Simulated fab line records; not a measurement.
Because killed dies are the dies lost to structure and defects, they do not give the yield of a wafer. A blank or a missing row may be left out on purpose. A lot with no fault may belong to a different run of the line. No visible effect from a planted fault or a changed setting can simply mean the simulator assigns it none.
Which tool is to blame? :: flow nandHarc :: 14 lots with 42 wafers sampled at 5 steps, on a route of 1302 steps

== WHAT THE GAUGES SHOWED, per wafer ==
NHARC_END_SORT_01. Usual: killedAtArray 50, standard deviation 16; killedAtOther 0.8, standard deviation 1; killedAtPeriphery 4, standard deviation 3.1; killedDies 54, standard deviation 16; killedOpen 3.2, standard deviation 2; killedShort 2.5, standard deviation 1.6.
lot: L762
measured: day 30 09:39
on: prober-01
killedAtArray: 98 116 142
killedAtOther: 0 0 1
killedAtPeriphery: 0 4 3
killedDies: 98 120 146
killedOpen: 1 5 4
killedShort: 2 4 4
flag: OFF

lot: L763
measured: day 30 16:38
on: prober-02
killedAtArray: 120 115 104
killedAtOther: 1 0 0
killedAtPeriphery: 8 4 1
killedDies: 129 119 105
killedOpen: 4 3 2
killedShort: 3 2 3
flag: OFF

lot: L768
measured: day 32 08:39
on: prober-01
killedAtArray: 118 107 101
killedAtOther: 1 2 3
killedAtPeriphery: 0 1 1
killedDies: 119 110 105
killedOpen: 0 3 8
killedShort: 5 5 2
flag: OFF

== WHICH TOOL RAN EACH LOT (tool, then ch and the chambers of the sampled wafers, then the start) ==
lot: L750
NHARC_A_STAIRCASE_HM_DEP_459: aclDep-03 ch 0, day 16 18:47
NHARC_A_BONDPAD_PVD_27: pvdSputter-01, day 23 16:37 or earlier
NHARC_A_BONDPAD_ANNEAL_28: rtpAnneal-01 ch 0, day 23 16:37
NHARC_THIN_TSV_STRIP_62: plasmaAsher-01 ch 0,1, day 24 09:26

lot: L749
NHARC_A_STAIRCASE_HM_DEP_459: aclDep-03 ch 0, day 17 08:28
NHARC_A_BONDPAD_PVD_27: pvdSputter-03, day 24 02:16 or earlier
NHARC_A_BONDPAD_ANNEAL_28: rtpAnneal-02 ch 0, day 24 02:16
NHARC_THIN_TSV_STRIP_62: plasmaAsher-01 ch 0,1, day 24 17:49

lot: L752
NHARC_A_STAIRCASE_HM_DEP_459: aclDep-01 ch 0, day 17 09:07
NHARC_A_BONDPAD_PVD_27: pvdSputter-03, day 24 03:04 or earlier
NHARC_A_BONDPAD_ANNEAL_28: rtpAnneal-02 ch 0, day 24 03:04
NHARC_THIN_TSV_STRIP_62: plasmaAsher-02 ch 0,1, day 24 18:43

lot: L751
NHARC_A_STAIRCASE_HM_DEP_459: aclDep-02 ch 0, day 17 13:33
NHARC_A_BONDPAD_PVD_27: pvdSputter-02, day 24 00:31 or earlier
NHARC_A_BONDPAD_ANNEAL_28: rtpAnneal-01 ch 0, day 24 00:31
NHARC_THIN_TSV_STRIP_62: plasmaAsher-01 ch 0,1, day 24 16:24

lot: L753
NHARC_A_STAIRCASE_HM_DEP_459: aclDep-01 ch 0, day 18 06:00
NHARC_A_BONDPAD_PVD_27: pvdSputter-03, day 24 16:29 or earlier
NHARC_A_BONDPAD_ANNEAL_28: rtpAnneal-02 ch 0, day 24 16:29
NHARC_THIN_TSV_STRIP_62: plasmaAsher-02 ch 0,1, day 25 09:17

lot: L754
NHARC_A_STAIRCASE_HM_DEP_459: aclDep-03 ch 0, day 19 11:54
NHARC_A_BONDPAD_PVD_27: pvdSputter-02, day 25 21:26 or earlier
NHARC_A_BONDPAD_ANNEAL_28: rtpAnneal-01 ch 0, day 25 21:26
NHARC_THIN_TSV_STRIP_62: plasmaAsher-02 ch 0,1, day 26 13:29

lot: L757
NHARC_A_STAIRCASE_HM_DEP_459: aclDep-01 ch 0, day 19 13:05
NHARC_A_BONDPAD_PVD_27: pvdSputter-03, day 25 23:08 or earlier
NHARC_A_BONDPAD_ANNEAL_28: rtpAnneal-02 ch 0, day 25 23:08
NHARC_THIN_TSV_STRIP_62: plasmaAsher-01 ch 0,1, day 26 14:30

lot: L755
NHARC_A_STAIRCASE_HM_DEP_459: aclDep-03 ch 0, day 19 14:22
NHARC_A_BONDPAD_PVD_27: pvdSputter-03, day 26 01:13 or earlier
NHARC_A_BONDPAD_ANNEAL_28: rtpAnneal-02 ch 0, day 26 01:13
NHARC_THIN_TSV_STRIP_62: plasmaAsher-02 ch 0, day 26 19:28

lot: L760
NHARC_A_STAIRCASE_HM_DEP_459: aclDep-03 ch 0, day 20 18:44
NHARC_A_BONDPAD_PVD_27: pvdSputter-02, day 27 10:44 or earlier
NHARC_A_BONDPAD_ANNEAL_28: rtpAnneal-01 ch 0, day 27 10:44
NHARC_THIN_TSV_STRIP_62: plasmaAsher-01 ch 0, day 28 02:16

lot: L758
NHARC_A_STAIRCASE_HM_DEP_459: aclDep-01 ch 0, day 20 20:12
NHARC_A_BONDPAD_PVD_27: pvdSputter-01, day 26 22:41 or earlier
NHARC_A_BONDPAD_ANNEAL_28: rtpAnneal-02 ch 0, day 26 22:41
NHARC_THIN_TSV_STRIP_62: plasmaAsher-02 ch 0,1, day 27 14:34

lot: L759
NHARC_A_STAIRCASE_HM_DEP_459: aclDep-02 ch 0, day 20 22:23
NHARC_A_BONDPAD_PVD_27: pvdSputter-01, day 27 04:54 or earlier
NHARC_A_BONDPAD_ANNEAL_28: rtpAnneal-02 ch 0, day 27 04:54
NHARC_THIN_TSV_STRIP_62: plasmaAsher-01 ch 0,1, day 27 20:32

lot: L762
NHARC_A_STAIRCASE_HM_DEP_459: aclDep-03 ch 0, day 22 21:28
NHARC_A_BONDPAD_PVD_27: pvdSputter-03, day 29 08:15 or earlier
NHARC_A_BONDPAD_ANNEAL_28: rtpAnneal-01 ch 0, day 29 08:15
NHARC_THIN_TSV_STRIP_62: plasmaAsher-01 ch 0,1, day 29 22:56

lot: L763
NHARC_A_STAIRCASE_HM_DEP_459: aclDep-03 ch 0, day 22 23:00
NHARC_A_BONDPAD_PVD_27: pvdSputter-01, day 29 06:56 or earlier
NHARC_A_BONDPAD_ANNEAL_28: rtpAnneal-02 ch 0, day 29 06:56
NHARC_THIN_TSV_STRIP_62: plasmaAsher-01 ch 0,1, day 29 21:44

lot: L768
NHARC_A_STAIRCASE_HM_DEP_459: aclDep-03 ch 0, day 24 06:37
NHARC_A_BONDPAD_PVD_27: pvdSputter-02, day 31 00:47 or earlier
NHARC_A_BONDPAD_ANNEAL_28: rtpAnneal-02 ch 0, day 31 00:47
NHARC_THIN_TSV_STRIP_62: plasmaAsher-01 ch 0,1, day 31 16:41
- NHARC_A_STAIRCASE_HM_DEP_459: deposits aC, target thk 1500 nm.
- NHARC_A_BONDPAD_PVD_27: deposits Cu, target thk 30 nm, time 20.49 s.
- NHARC_A_BONDPAD_ANNEAL_28: time 90 s.
- NHARC_THIN_TSV_STRIP_62: strips in N2/H2, time 20 s.

== AS READ BY THE TOOLS THEMSELVES (means over the sampled wafers that have a number; for cases with no such wafer, the mark the record gives instead) ==
NHARC_A_STAIRCASE_HM_DEP_459. Usual: susceptorTempC 400.01 C, standard deviation 0.24; throttleValvePct 34.999 %, standard deviation 0.0097.
lot: L750
tool: aclDep-03
susceptorTempC (C): 400.20
throttleValvePct (%): 34.994
flag: 

lot: L749
tool: aclDep-03
susceptorTempC (C): -
throttleValvePct (%): 35.000
flag: OFF

lot: L752
tool: aclDep-01
susceptorTempC (C): -
throttleValvePct (%): 35.000
flag: OFF

lot: L751
tool: aclDep-02
susceptorTempC (C): 399.68
throttleValvePct (%): 35.009
flag: 

lot: L753
tool: aclDep-01
susceptorTempC (C): -
throttleValvePct (%): 34.990
flag: OFF

lot: L754
tool: aclDep-03
susceptorTempC (C): -
throttleValvePct (%): 34.987
flag: OFF

lot: L757
tool: aclDep-01
susceptorTempC (C): -
throttleValvePct (%): 34.989
flag: OFF

lot: L755
tool: aclDep-03
susceptorTempC (C): 400.14
throttleValvePct (%): 35.001
flag: 

lot: L760
tool: aclDep-03
susceptorTempC (C): 400.04
throttleValvePct (%): 35.000
flag: 

lot: L758
tool: aclDep-01
susceptorTempC (C): 400.32
throttleValvePct (%): 35.001
flag: 

lot: L759
tool: aclDep-02
susceptorTempC (C): -
throttleValvePct (%): 34.998
flag: OFF

lot: L762
tool: aclDep-03
susceptorTempC (C): 399.94
throttleValvePct (%): 35.005
flag: 

lot: L763
tool: aclDep-03
susceptorTempC (C): 400.09
throttleValvePct (%): 35.003
flag: 

lot: L768
tool: aclDep-03
susceptorTempC (C): -
throttleValvePct (%): 34.997
flag: OFF

NHARC_A_BONDPAD_PVD_27. Usual: throttleValvePct at 29.7 %, with a standard deviation of 0.63.
lot: L750
tool: pvdSputter-01
throttleValvePct (%): 29.7
flag: 

lot: L749
tool: pvdSputter-03
throttleValvePct (%): 29.8
flag: 

lot: L752
tool: pvdSputter-03
throttleValvePct (%): 30.2
flag: 

lot: L751
tool: pvdSputter-02
throttleValvePct (%): 29.5
flag: 

lot: L753
tool: pvdSputter-03
throttleValvePct (%): 30.2
flag: 

lot: L754
tool: pvdSputter-02
throttleValvePct (%): 29.4
flag: 

lot: L757
tool: pvdSputter-03
throttleValvePct (%): 30.0
flag: 

lot: L755
tool: pvdSputter-03
throttleValvePct (%): 29.9
flag: 

lot: L760
tool: pvdSputter-02
throttleValvePct (%): 29.6
flag: 

lot: L758
tool: pvdSputter-01
throttleValvePct (%): 29.5
flag: 

lot: L759
tool: pvdSputter-01
throttleValvePct (%): 29.7
flag: 

lot: L762
tool: pvdSputter-03
throttleValvePct (%): 30.0
flag: 

lot: L763
tool: pvdSputter-01
throttleValvePct (%): 30.0
flag: 

lot: L768
tool: pvdSputter-02
throttleValvePct (%): 29.4
flag: 

NHARC_A_BONDPAD_ANNEAL_28. Usual: wafer_temp_C_max at 226.1, with a standard deviation of 0.4.
lot: L750
tool: rtpAnneal-01
wafer_temp_C_max: 225.9
flag: 

lot: L749
tool: rtpAnneal-02
wafer_temp_C_max: 226.7
flag: 

lot: L752
tool: rtpAnneal-02
wafer_temp_C_max: 226.4
flag: 

lot: L751
tool: rtpAnneal-01
wafer_temp_C_max: 225.9
flag: 

lot: L753
tool: rtpAnneal-02
wafer_temp_C_max: 226.3
flag: 

lot: L754
tool: rtpAnneal-01
wafer_temp_C_max: 225.8
flag: 

lot: L757
tool: rtpAnneal-02
wafer_temp_C_max: 226.3
flag: 

lot: L755
tool: rtpAnneal-02
wafer_temp_C_max: 226.3
flag: 

lot: L760
tool: rtpAnneal-01
wafer_temp_C_max: 225.7
flag: 

lot: L758
tool: rtpAnneal-02
wafer_temp_C_max: 226.3
flag: 

lot: L759
tool: rtpAnneal-02
wafer_temp_C_max: 226.5
flag: 

lot: L762
tool: rtpAnneal-01
wafer_temp_C_max: 226.1
flag: 

lot: L763
tool: rtpAnneal-02
wafer_temp_C_max: 226.0
flag: 

lot: L768
tool: rtpAnneal-02
wafer_temp_C_max: 226.2
flag: 

NHARC_THIN_TSV_STRIP_62. Usual: drypumpMotorCurrentA 5.9 A, standard deviation 0.38; heaterPowerW 342 W, standard deviation 21.
lot: L750
tool: plasmaAsher-01
drypumpMotorCurrentA (A): 5.7
heaterPowerW (W): 338
flag: 

lot: L749
tool: plasmaAsher-01
drypumpMotorCurrentA (A): 5.7
heaterPowerW (W): 339
flag: 

lot: L752
tool: plasmaAsher-02
drypumpMotorCurrentA (A): 6.5
heaterPowerW (W): 322
flag: 

lot: L751
tool: plasmaAsher-01
drypumpMotorCurrentA (A): 5.7
heaterPowerW (W): 344
flag: 

lot: L753
tool: plasmaAsher-02
drypumpMotorCurrentA (A): 6.2
heaterPowerW (W): 333
flag: 

lot: L754
tool: plasmaAsher-02
drypumpMotorCurrentA (A): 6.4
heaterPowerW (W): 320
flag: 

lot: L757
tool: plasmaAsher-01
drypumpMotorCurrentA (A): 5.7
heaterPowerW (W): 353
flag: 

lot: L755
tool: plasmaAsher-02
drypumpMotorCurrentA (A): 6.7
heaterPowerW (W): 314
flag: 

lot: L760
tool: plasmaAsher-01
drypumpMotorCurrentA (A): 5.7
heaterPowerW (W): 330
flag: 

lot: L758
tool: plasmaAsher-02
drypumpMotorCurrentA (A): 6.2
heaterPowerW (W): 337
flag: 

lot: L759
tool: plasmaAsher-01
drypumpMotorCurrentA (A): 5.7
heaterPowerW (W): 350
flag: 

lot: L762
tool: plasmaAsher-01
drypumpMotorCurrentA (A): 5.7
heaterPowerW (W): 337
flag: 

lot: L763
tool: plasmaAsher-01
drypumpMotorCurrentA (A): 5.7
heaterPowerW (W): 337
flag: 

lot: L768
tool: plasmaAsher-01
drypumpMotorCurrentA (A): 5.7
heaterPowerW (W): 359
flag: 

== THE ANSWER, worked out from the rows above alone ==
Rule: lot off if the mean of its wafers having a number is beyond 3 standard deviations from the usual mean. A lot without any number at a reading at which 4 lots or more have one is off too. All remaining lots with rows at the step are treated as sound. After the gauges, taken in route order, come the tools' own readings; for these a lot's mean is taken, as printed above. At the first step where some lot is off, the reading lying furthest off is the one used; lots without a number count as furthest.
Off, at NHARC_END_SORT_01 on killedAtArray: L762, L763, L768. Neither off nor sound, because the step has no rows for them: L750, L749, L752, L751, L753, L754, L757, L755, L760, L758, L759.
If a tool, at a process step before that reading, ran all the lots that are off and no sound lot after the first of them, it fits. The gauges at NHARC_END_SORT_01 are tried like those tools. NHARC_A_BONDPAD_PVD_27: start missing for some lots; hours and lot order therefore follow NHARC_A_BONDPAD_ANNEAL_28. 2 tools fit, aclDep-03 at NHARC_A_STAIRCASE_HM_DEP_459 and plasmaAsher-01 at NHARC_THIN_TSV_STRIP_62, so this cannot tell which one it is.

== WHAT THE SIMULATOR HAD PUT IN ==
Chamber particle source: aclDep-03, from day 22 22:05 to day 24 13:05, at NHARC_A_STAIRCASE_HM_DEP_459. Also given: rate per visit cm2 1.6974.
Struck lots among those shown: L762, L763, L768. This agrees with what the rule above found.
